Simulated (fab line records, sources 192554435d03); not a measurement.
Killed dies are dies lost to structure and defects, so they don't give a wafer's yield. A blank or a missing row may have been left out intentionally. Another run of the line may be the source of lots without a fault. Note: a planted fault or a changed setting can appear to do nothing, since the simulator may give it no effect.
Lot-split experiment / flow n5-finfet / 21 wafers read across 7 lots, on a route 1938 steps long

== ON THE SPLIT ==
At N5_BEOL_M10_COAT_64 (time 60 s, resist thk 30 nm), the setting spin-rpm was moved away from the recipe's 1500 rpm on 5 of the 21 wafers read, by -6.1% to +7.1%. The other wafers ran this setting at the recipe's value.

== FROM THE SPLIT TO THE READING: what the file shows between them, 3 steps ==
- N5_BEOL_M10_COAT_22: resist thk 90 nm
- N5_BEOL_M10_EBR_24
- N5_BEOL_M10_DESCUM_33: chemistry O2, time 7.9 s

== THE READING ==
CAR-ArF_of_BEOL_M10_COAT_22.thk-nm (the simulator's own value, which no gauge read), in nm, at N5_BEOL_M10_ETCH_65 (etches SiARC in CF4, target depth 39 nm, time 65 s). The file gives no usual value for it. Across the 16 wafers here that went through the recipe, the average is 55.5 nm and the standard deviation 0.19 nm.

wafer=L079.1; tool, chamber at the split=litho-track-01, 0; spin-rpm as run, rpm=1500; against the recipe=recipe; CAR-ArF_of_BEOL_M10_COAT_22.thk-nm, nm=55.4; against lot-mates on the recipe=-
wafer=L079.2; tool, chamber at the split=litho-track-01, 0; spin-rpm as run, rpm=1500; against the recipe=recipe; CAR-ArF_of_BEOL_M10_COAT_22.thk-nm, nm=55.6; against lot-mates on the recipe=-
wafer=L079.5; tool, chamber at the split=litho-track-01, 0; spin-rpm as run, rpm=1500; against the recipe=recipe; CAR-ArF_of_BEOL_M10_COAT_22.thk-nm, nm=55.6; against lot-mates on the recipe=-
wafer=L080.1; tool, chamber at the split=litho-track-05, 0; spin-rpm as run, rpm=1500; against the recipe=recipe; CAR-ArF_of_BEOL_M10_COAT_22.thk-nm, nm=55.8; against lot-mates on the recipe=-
wafer=L080.3; tool, chamber at the split=litho-track-05, 0; spin-rpm as run, rpm=1500; against the recipe=recipe; CAR-ArF_of_BEOL_M10_COAT_22.thk-nm, nm=55.4; against lot-mates on the recipe=-
wafer=L080.5; tool, chamber at the split=litho-track-05, 0; spin-rpm as run, rpm=1500; against the recipe=recipe; CAR-ArF_of_BEOL_M10_COAT_22.thk-nm, nm=55.6; against lot-mates on the recipe=-
wafer=L084.2; tool, chamber at the split=litho-track-01, 0; spin-rpm as run, rpm=1500; against the recipe=recipe; CAR-ArF_of_BEOL_M10_COAT_22.thk-nm, nm=55.4; against lot-mates on the recipe=-
wafer=L084.3; tool, chamber at the split=litho-track-01, 0; spin-rpm as run, rpm=1500; against the recipe=recipe; CAR-ArF_of_BEOL_M10_COAT_22.thk-nm, nm=55.4; against lot-mates on the recipe=-
wafer=L084.4; tool, chamber at the split=litho-track-01, 0; spin-rpm as run, rpm=1500; against the recipe=recipe; CAR-ArF_of_BEOL_M10_COAT_22.thk-nm, nm=55.6; against lot-mates on the recipe=-
wafer=L088.1; tool, chamber at the split=litho-track-05, 0; spin-rpm as run, rpm=1500; against the recipe=recipe; CAR-ArF_of_BEOL_M10_COAT_22.thk-nm, nm=55.6; against lot-mates on the recipe=-
wafer=L088.3; tool, chamber at the split=litho-track-05, 0; spin-rpm as run, rpm=1500; against the recipe=recipe; CAR-ArF_of_BEOL_M10_COAT_22.thk-nm, nm=55.6; against lot-mates on the recipe=-
wafer=L088.4; tool, chamber at the split=litho-track-05, 0; spin-rpm as run, rpm=1500; against the recipe=recipe; CAR-ArF_of_BEOL_M10_COAT_22.thk-nm, nm=55.4; against lot-mates on the recipe=-
wafer=L091.3; tool, chamber at the split=litho-track-01, 0; spin-rpm as run, rpm=1434; against the recipe=-4.4%; CAR-ArF_of_BEOL_M10_COAT_22.thk-nm, nm=54.6; against lot-mates on the recipe=-0.9
wafer=L091.4; tool, chamber at the split=litho-track-01, 0; spin-rpm as run, rpm=1500; against the recipe=recipe; CAR-ArF_of_BEOL_M10_COAT_22.thk-nm, nm=55.8; against lot-mates on the recipe=-
wafer=L091.6; tool, chamber at the split=litho-track-01, 0; spin-rpm as run, rpm=1500; against the recipe=recipe; CAR-ArF_of_BEOL_M10_COAT_22.thk-nm, nm=55.2; against lot-mates on the recipe=-
wafer=L089.2; tool, chamber at the split=litho-track-03, 0; spin-rpm as run, rpm=1500; against the recipe=recipe; CAR-ArF_of_BEOL_M10_COAT_22.thk-nm, nm=55.2; against lot-mates on the recipe=-
wafer=L089.3; tool, chamber at the split=litho-track-03, 0; spin-rpm as run, rpm=1500; against the recipe=recipe; CAR-ArF_of_BEOL_M10_COAT_22.thk-nm, nm=55.2; against lot-mates on the recipe=-
wafer=L089.6; tool, chamber at the split=litho-track-03, 0; spin-rpm as run, rpm=1606; against the recipe=+7.1%; CAR-ArF_of_BEOL_M10_COAT_22.thk-nm, nm=56.4; against lot-mates on the recipe=+1.2
wafer=L096.1; tool, chamber at the split=litho-track-01, 0; spin-rpm as run, rpm=1409; against the recipe=-6.1%; CAR-ArF_of_BEOL_M10_COAT_22.thk-nm, nm=54.8; against lot-mates on the recipe=no lot-mate on the recipe
wafer=L096.3; tool, chamber at the split=litho-track-01, 0; spin-rpm as run, rpm=1409; against the recipe=-6.1%; CAR-ArF_of_BEOL_M10_COAT_22.thk-nm, nm=54.8; against lot-mates on the recipe=no lot-mate on the recipe
wafer=L096.4; tool, chamber at the split=litho-track-01, 0; spin-rpm as run, rpm=1409; against the recipe=-6.1%; CAR-ArF_of_BEOL_M10_COAT_22.thk-nm, nm=55; against lot-mates on the recipe=no lot-mate on the recipe

FIT RESULTS
A straight line over all 21 wafers: CAR-ArF_of_BEOL_M10_COAT_22.thk-nm changes by +0.121 nm for each +1% of spin-rpm; r = +0.87; the points scatter about the line by 0.2 nm.
The same after taking each lot's own level away (the mean of its wafers on the recipe; 18 wafers): +0.18 nm for each +1%; r = +0.93; scatter 0.15 nm.
The reading moves by 1.3 nm for the largest change in spin-rpm, on that fit.
Across the lots, their own levels run from 55.20 to 55.60 nm, a range of 2.1 times the standard deviation given above.
In other words, the slope is changed by the lot-to-lot level; the two fits disagree.
Check: with one of the wafers moved furthest among these (+7.1%) left out of the fit, the line predicts +1.45 nm for it against its lot-mates. Against them it came out at +1.2 nm.

== THE OTHER SPLITS THESE WAFERS WENT THROUGH ==
Note: prior to the reading, these wafers also went through further splits. Each is held against what the fit with the lots' levels taken away leaves over:
other split on the same wafers=N5_BEOL_M6_TRENCH_ETCH_37 source-w; wafers away from the commonest value=11; r with CAR-ArF_of_BEOL_M10_COAT_22.thk-nm (lot level and that fit taken away)=-0.07
other split on the same wafers=N5_BEOL_M8_PEB_09 peb-time-s; wafers away from the commonest value=8; r with CAR-ArF_of_BEOL_M10_COAT_22.thk-nm (lot level and that fit taken away)=-0.22
other split on the same wafers=N5_BEOL_M9_COAT_05 spin-rpm; wafers away from the commonest value=9; r with CAR-ArF_of_BEOL_M10_COAT_22.thk-nm (lot level and that fit taken away)=-0.18
other split on the same wafers=N5_BEOL_M9_TRENCH_ETCH_37 source-w; wafers away from the commonest value=8; r with CAR-ArF_of_BEOL_M10_COAT_22.thk-nm (lot level and that fit taken away)=-0.14
other split on the same wafers=N5_BEOL_M10_COAT_63 spin-rpm; wafers away from the commonest value=10; r with CAR-ArF_of_BEOL_M10_COAT_22.thk-nm (lot level and that fit taken away)=-0.11

== THE WHOLE CHAIN: every reading that the file lists as answering this split, in the file's order ==
step=N5_BEOL_M10_COAT_64; what it does=time 60 s, resist thk 30 nm; reading=SiARC_of_BEOL_M10_COAT_64.thk-nm (the simulator's own value, which no gauge read); change (the file's fit)=-0.14 nm for each +1% of the setting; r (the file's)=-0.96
step=N5_BEOL_M10_ETCH_65; what it does=etches SiARC in CF4, target depth 39 nm, time 65 s; reading=etch.depth-nm (the simulator's own value, which no gauge read); change (the file's fit)=-0.142 nm for each +1% of the setting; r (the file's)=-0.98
step=N5_BEOL_M10_ETCH_65; what it does=etches SiARC in CF4, target depth 39 nm, time 65 s; reading=CAR-ArF_of_BEOL_M10_COAT_22.thk-nm (the simulator's own value, which no gauge read); change (the file's fit)=+0.18 nm for each +1% of the setting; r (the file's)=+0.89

== THE FILE'S OWN FIT ==
CAR-ArF_of_BEOL_M10_COAT_22.thk-nm changes by +0.18 nm for each +1% of spin-rpm, r = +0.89.
